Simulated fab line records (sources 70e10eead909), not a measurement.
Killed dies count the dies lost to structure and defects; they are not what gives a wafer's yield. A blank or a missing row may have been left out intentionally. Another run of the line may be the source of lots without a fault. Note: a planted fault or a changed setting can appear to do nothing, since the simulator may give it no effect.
fab line records	flow nandHarc	part 2 of 2: steps 4 to 6 of 6
record lots=24	wafers=72	lastDay=33
route steps=1302 shown A_CONTACT@1015
lots untouched by any fault: they come from a run of this same line in which no faults occurred
startH: hours from the record's first day to the start of the lot's first wafer shown	waitH: hours elapsed since this lot's preceding step	" the same as in the row above	L1.1+2: several wafers, shown together as one row	- no value, or no start given	* or withheld: withheld	< > ~ a bound
route shown NAME@n: a module of which the file shows steps, and the number in the route of the first	usual: mean/standard deviation taken from wafers without a fault	same: alike in all rows	chamber/n: place in a boat	sites: per-site readings	_std_site: standard deviation across them	_edge_site: inner sites' mean taken away from outer sites' mean	radiusMm: for every site, how far away it sits from the centre of the wafer	mask NAME#n: copy n	behind: the most recent tool/chamber to have shaped the wafer	hold: reason for holding the lot/hours on hold/outcome of the hold	device: the n, p or np transistor that did not switch	end of line: the tests these same wafers got at the end of their route	a step without rows: its recipe alone	killed: the dies lost at the first sort to structure and to defects; this is not the yield of the wafer	map: dies across one wafer; x = killed, . = not, _ = none there
set.NAME: the setting the step ran with; set.NAME@STEP: the setting that earlier step ran with	model.NAME: the simulator's own value behind a step, which no gauge read
route steps across a sampled set of lots; one table per step, one row per wafer
services: when a tool's chamber went out of use (startH, in hours from the record's first day, below 0 if earlier), for how many hours, and the reason
## steps
# step NHARC_A_CONTACT_ETCH_75
# recipe targetDepthA=390	overEtchFrac=0.3	timeS=65	ionEnergyEv=80	cf4FlowSccm=150	arFlowSccm=0	rfW=300	biasW=100	chemistry=CF4
# usual biasW=100.01/0.28	drypumpMotorCurrentA=5.7/0.38	oesProductAu=1.003/0.0095	rfVppV=150.6/1.3	showerheadPlenumPTorr=1.70/0.075	throttleValvePct=13.284/0.0088
lot.wafer	tool	chamber	startH	waitH	biasW	drypumpMotorCurrentA	oesProductAu	rfHoursCounterH	rfVppV	showerheadPlenumPTorr	throttleValvePct
L074.1	rieDiel-09	1	514.03	0.1	99.87	5.7	1.003	1	151.2	1.65	13.271
L074.2	"	2	"	"	99.82	5.6	1.003	2	150.2	1.65	13.293
L074.5	"	1	"	"	99.78	5.7	0.993	-	149.7	1.65	13.271
L075.3	rieDiel-11	3	517.27	0.1	99.93	5.9	1.000	32	151.1	1.71	13.274
L075.2	"	1	"	"	100.33	5.8	0.993	23	151.4	1.73	13.264
L075.5	"	3	"	"	100.26	5.9	1.003	-	151.4	1.71	13.278
L076.3	rieDiel-11	2	520.47	0.1	99.98	6.4	0.993	33	148.3	1.68	13.272
L076.5	"	2	"	"	99.97	6.3	0.998	-	150.6	1.68	13.292
L076.6	"	3	"	"	99.98	5.9	1.004	-	151.1	1.71	13.290
L077.4	rieDiel-09	1	531.91	0.1	100.07	5.7	0.997	5	149.3	1.65	13.288
L077.3	"	3	"	"	100.02	6.2	1.004	4	148.2	1.66	13.274
L077.5	"	2	"	"	100.04	5.7	1.012	-	147.7	1.65	13.304
L078.3	rieDiel-09	1	563.85	0.1	99.76	5.7	0.988	10	150.0	1.64	13.286
L078.2	"	0	"	"	99.89	5.3	1.015	9	152.6	1.86	13.269
L078.5	"	2	"	"	100.58	5.7	1.013	-	149.9	1.65	13.297
L079.1	rieDiel-09	1	573.64	0.1	99.96	5.7	0.998	12	150.4	1.64	13.294
L079.4	"	0	"	"	99.98	5.3	1.001	11	152.9	1.86	13.278
L079.6	"	2	"	"	99.63	5.6	1.009	-	150.9	1.65	13.284
L081.1	rieDiel-09	2	577.07	0.1	100.00	5.6	1.001	11	149.3	1.65	13.277
L081.3	"	3	"	"	99.88	6.2	0.997	11	150.6	1.66	13.283
L081.2	"	0	"	"	99.85	5.3	1.002	13	152.5	1.86	13.274
L080.2	rieDiel-08	2	578.04	0.1	99.98	5.9	1.000	5	151.8	1.73	13.284
L080.4	"	0	"	"	99.87	5.3	1.023	5	151.6	1.75	13.302
L080.6	"	2	"	"	100.16	5.9	1.000	-	150.2	1.73	13.288
L082.3	rieDiel-09	0	580.01	0.1	100.89	5.3	1.004	14	152.3	1.86	13.286
L082.1	"	1	"	"	99.80	5.7	1.004	14	150.0	1.64	13.279
L082.6	"	3	"	"	100.16	6.2	0.996	-	150.1	1.66	13.285
L086.1	rieDiel-09	3	596.96	0.1	100.40	6.2	1.003	16	149.9	1.66	13.289
L086.2	"	0	"	"	99.64	5.3	1.014	19	151.7	1.86	13.285
L086.5	"	3	"	"	100.23	6.2	0.996	-	149.8	1.66	13.280
L083.4	rieDiel-09	1	598.41	0.1	99.88	5.7	1.000	20	148.3	1.64	13.280
L083.3	"	0	"	"	99.80	5.3	0.998	20	152.2	1.86	13.279
L083.5	"	2	"	"	100.08	5.7	1.013	-	149.6	1.65	13.297
L084.2	rieDiel-11	3	606.63	0.1	100.02	5.9	0.996	60	150.9	1.70	13.280
L084.6	"	3	"	"	100.17	5.9	1.002	-	150.7	1.71	13.272
L084.5	"	0	"	"	99.50	5.5	1.000	-	153.0	1.76	13.290
L085.1	rieDiel-09	2	607.27	0.1	99.97	5.6	1.019	16	149.4	1.65	13.279
L085.3	"	0	"	"	99.85	5.3	0.999	21	151.5	1.86	13.269
L085.6	"	3	"	"	100.24	6.2	0.999	-	150.6	1.66	13.293
L087.4	rieDiel-09	0	623.50	0.1	100.22	5.3	1.001	24	152.0	1.86	13.284
L087.6	"	2	"	"	100.28	5.6	1.013	-	150.9	1.65	13.278
L087.5	"	3	"	"	100.04	6.2	1.000	-	152.1	1.66	13.298
L089.3	rieDiel-09	0	654.85	0.1	100.14	5.3	1.006	27	152.8	1.86	13.289
L089.1	"	2	"	"	100.13	5.6	1.006	23	148.9	1.65	13.291
L089.2	"	3	"	"	99.86	6.2	1.004	24	150.5	1.66	13.289
L088.2	rieDiel-08	1	656.08	0.1	99.65	4.8	0.996	29	150.7	1.72	13.275
L088.6	"	2	"	"	100.03	5.9	1.003	-	151.4	1.73	13.273
L088.5	"	3	"	"	100.42	6.1	0.995	-	150.5	1.65	13.291
L090.1	rieDiel-09	3	658.64	0.1	100.01	6.2	0.989	25	149.8	1.66	13.293
L090.4	"	1	"	"	100.20	5.7	0.996	29	149.1	1.64	13.281
L090.5	"	3	"	"	99.92	6.2	0.998	-	150.3	1.66	13.305
L092.1	rieDiel-08	2	696.44	0.1	99.62	5.9	0.998	40	151.6	1.73	13.281
L092.5	"	0	"	"	99.68	5.3	1.020	-	150.6	1.74	13.295
L092.6	"	1	"	"	100.09	4.8	1.006	-	150.9	1.72	13.280
L091.2	rieDiel-08	1	699.52	0.1	100.28	4.8	1.016	45	150.7	1.72	13.300
L091.4	"	2	"	"	99.57	5.9	1.010	41	151.5	1.72	13.266
L091.5	"	1	"	"	99.71	4.8	1.024	-	149.9	1.72	13.271
L093.2	rieDiel-11	2	706.38	0.1	99.80	6.4	1.009	26	149.3	1.67	13.271
L093.1	"	0	"	"	99.87	5.4	0.989	27	151.1	1.75	13.291
L093.5	"	2	"	"	100.11	6.4	1.010	-	150.5	1.67	13.277
L095.1	rieDiel-09	0	708.44	0.1	100.02	5.3	0.999	4	152.0	1.85	13.293
L095.2	"	3	"	"	99.90	6.2	0.996	4	150.4	1.66	13.281
L095.5	"	0	"	"	99.65	5.3	0.990	-	153.2	1.85	13.297
L094.2	rieDiel-11	1	709.60	0.1	99.79	5.8	1.005	32	149.8	1.71	13.298
L094.1	"	2	"	"	99.87	6.4	1.006	27	149.4	1.67	13.274
L094.5	"	3	"	"	100.11	5.9	1.010	-	152.8	1.70	13.296
L097.3	rieDiel-09	0	724.42	0.1	100.23	5.3	0.991	7	152.6	1.85	13.293
L097.1	"	1	"	"	99.95	5.7	1.006	6	153.6	1.91	13.283
L097.6	"	3	"	"	99.87	6.2	0.993	-	148.2	1.65	13.290
L096.3	rieDiel-09	0	728.54	0.1	100.89	5.3	0.982	8	153.9	1.85	13.277
L096.5	"	2	"	"	99.94	5.6	1.012	-	150.7	1.65	13.282
L096.6	"	3	"	"	99.91	6.2	0.988	-	152.0	1.65	13.296
# step NHARC_A_CONTACT_ETCH_127
# recipe sourceW=withheld	pressureMtorr=20	biasV=3000	timeS=197	targetDepthA=19180	arFlowSccm=withheld	c4f8FlowSccm=withheld	o2FlowSccm=withheld	chemistry=C4F8/O2/Ar
lot.wafer	tool	chamber	startH	waitH	rfHoursCounterH
L074.2	harCapEtch-03	0	516.03	0.1	44
L074.1	"	1	"	"	44
L074.5	"	1	"	"	-
L075.2	harCapEtch-01	1	519.27	0.1	0
L075.3	"	1	"	"	-
L075.5	"	0	"	"	-
L076.3	harCapEtch-02	0	522.57	0.1	-
L076.5	"	1	"	"	-
L076.6	"	0	"	"	-
L077.4	harCapEtch-01	0	534.13	0.1	-
L077.3	"	1	"	"	-
L077.5	"	0	"	"	-
L078.2	harCapEtch-01	1	565.89	0.1	8
L078.3	"	1	"	"	-
L078.5	"	1	"	"	-
L079.1	harCapEtch-03	1	575.84	0.2	54
L079.4	"	0	"	"	-
L079.6	"	0	"	"	-
L081.1	harCapEtch-01	0	579.08	0.1	12
L081.2	"	1	"	"	12
L081.3	"	1	"	"	-
L080.2	harCapEtch-02	0	580.07	0.1	97
L080.4	"	1	"	"	-
L080.6	"	0	"	"	-
L082.1	harCapEtch-03	1	582.03	0.1	56
L082.3	"	0	"	"	-
L082.6	"	1	"	"	-
L086.2	harCapEtch-03	1	598.97	0.1	62
L086.1	"	0	"	"	62
L086.5	"	1	"	"	-
L083.3	harCapEtch-02	1	600.48	0.1	-
L083.4	"	0	"	"	-
L083.5	"	0	"	"	-
L084.2	harCapEtch-01	1	608.69	0.1	19
L084.5	"	0	"	"	-
L084.6	"	1	"	"	-
L085.1	harCapEtch-03	1	609.32	0.1	63
L085.3	"	1	"	"	-
L085.6	"	0	"	"	-
L087.4	harCapEtch-01	0	625.56	0.1	-
L087.5	"	0	"	"	-
L087.6	"	1	"	"	-
L089.2	harCapEtch-01	1	656.86	0.1	27
L089.1	"	0	"	"	27
L089.3	"	0	"	"	-
L088.2	harCapEtch-02	1	658.08	0.1	110
L088.5	"	1	"	"	-
L088.6	"	0	"	"	-
L090.1	harCapEtch-03	0	660.72	0.1	71
L090.4	"	1	"	"	-
L090.5	"	0	"	"	-
L092.1	harCapEtch-01	0	698.61	0.2	33
L092.6	"	0	"	"	-
L092.5	"	1	"	"	-
L091.2	harCapEtch-01	0	701.75	0.2	35
L091.4	"	1	"	"	-
L091.5	"	0	"	"	-
L093.2	harCapEtch-02	1	708.39	0.1	118
L093.1	"	0	"	"	118
L093.5	"	0	"	"	-
L095.1	harCapEtch-01	0	710.77	0.2	36
L095.2	"	1	"	"	36
L095.5	"	1	"	"	-
L094.2	harCapEtch-02	0	714.08	0.1	120
L094.1	"	1	"	"	120
L094.5	"	0	"	"	-
L097.1	harCapEtch-02	0	726.44	0.1	123
L097.3	"	1	"	"	-
L097.6	"	1	"	"	-
L096.3	harCapEtch-03	0	730.60	0.1	-
L096.6	"	0	"	"	-
L096.5	"	1	"	"	-
# step NHARC_A_CONTACT_ETCH_131
# recipe sourceW=withheld	pressureMtorr=20	biasV=3000	timeS=197	targetDepthA=19180	arFlowSccm=withheld	c4f8FlowSccm=withheld	o2FlowSccm=withheld	chemistry=C4F8/O2/Ar
lot.wafer	tool	chamber	startH	waitH	rfHoursCounterH
L074.2	harCapEtch-03	0	516.74	0.1	45
L074.1	"	1	"	"	45
L074.5	"	1	"	"	-
L075.2	harCapEtch-01	1	519.98	0.1	1
L075.3	"	1	"	"	-
L075.5	"	0	"	"	-
L076.3	harCapEtch-02	0	523.27	0.1	-
L076.5	"	1	"	"	-
L076.6	"	0	"	"	-
L077.4	harCapEtch-01	0	534.84	0.1	-
L077.3	"	1	"	"	-
L077.5	"	0	"	"	-
L078.2	harCapEtch-01	1	566.60	0.1	8
L078.3	"	1	"	"	-
L078.5	"	1	"	"	-
L079.1	harCapEtch-03	1	576.78	0.2	55
L079.4	"	0	"	"	-
L079.6	"	0	"	"	-
L081.1	harCapEtch-01	0	579.78	0.1	12
L081.2	"	1	"	"	12
L081.3	"	1	"	"	-
L080.2	harCapEtch-02	0	580.77	0.1	97
L080.4	"	1	"	"	-
L080.6	"	0	"	"	-
L082.1	harCapEtch-03	1	582.73	0.1	57
L082.3	"	0	"	"	-
L082.6	"	1	"	"	-
L086.2	harCapEtch-03	1	599.68	0.1	62
L086.1	"	0	"	"	62
L086.5	"	1	"	"	-
L083.3	harCapEtch-02	1	601.18	0.1	-
L083.4	"	0	"	"	-
L083.5	"	0	"	"	-
L084.2	harCapEtch-01	1	609.39	0.1	20
L084.5	"	0	"	"	-
L084.6	"	1	"	"	-
L085.1	harCapEtch-03	1	610.03	0.1	64
L085.3	"	1	"	"	-
L085.6	"	0	"	"	-
L087.4	harCapEtch-01	0	626.27	0.1	-
L087.5	"	0	"	"	-
L087.6	"	1	"	"	-
L089.2	harCapEtch-01	1	657.56	0.1	28
L089.1	"	0	"	"	28
L089.3	"	0	"	"	-
L088.2	harCapEtch-02	1	658.79	0.1	111
L088.5	"	1	"	"	-
L088.6	"	0	"	"	-
L090.1	harCapEtch-03	0	661.43	0.1	72
L090.4	"	1	"	"	-
L090.5	"	0	"	"	-
L092.1	harCapEtch-01	0	699.55	0.2	34
L092.6	"	0	"	"	-
L092.5	"	1	"	"	-
L091.2	harCapEtch-01	0	702.69	0.2	35
L091.4	"	1	"	"	-
L091.5	"	0	"	"	-
L093.2	harCapEtch-02	1	709.09	0.1	119
L093.1	"	0	"	"	119
L093.5	"	0	"	"	-
L095.1	harCapEtch-01	0	711.71	0.2	37
L095.2	"	1	"	"	37
L095.5	"	1	"	"	-
L094.2	harCapEtch-02	0	714.79	0.1	120
L094.1	"	1	"	"	120
L094.5	"	0	"	"	-
L097.1	harCapEtch-02	0	727.14	0.1	123
L097.3	"	1	"	"	-
L097.6	"	1	"	"	-
L096.3	harCapEtch-03	0	731.30	0.1	-
L096.6	"	0	"	"	-
L096.5	"	1	"	"	-
## services
tool	chamber	startH	hours	kind
rieDiel-11	1	496.97	9.3	repair
rieDiel-09	-	497.19	9.0	pm
rieDiel-09	0	497.19	9.0	ventCycle
rieDiel-09	1	497.19	9.0	ventCycle
rieDiel-09	2	497.19	9.0	ventCycle
rieDiel-09	3	497.19	9.0	ventCycle
harCapEtch-01	-	498.98	17.0	pm
rieDiel-08	-	545.68	9.0	pm
harCapEtch-02	-	561.56	3.9	repair
rieDiel-09	2	583.96	4.6	repair
harCapEtch-03	-	593.66	1.3	repair
rieDiel-11	-	609.52	9.0	pm
rieDiel-11	0	620.33	3.0	repair
harCapEtch-02	-	632.06	0.4	repair
rieDiel-09	3	633.77	4.6	repair
rieDiel-08	2	641.14	14.9	repair
rieDiel-11	3	653.03	5.0	repair
rieDiel-11	0	654.31	4.5	repair
rieDiel-11	-	661.24	0.3	repair
rieDiel-09	-	674.19	9.0	pm
rieDiel-11	2	701.72	3.3	repair
rieDiel-11	0	707.98	13.4	repair
rieDiel-09	1	717.57	6.1	repair
rieDiel-08	-	722.70	9.0	pm
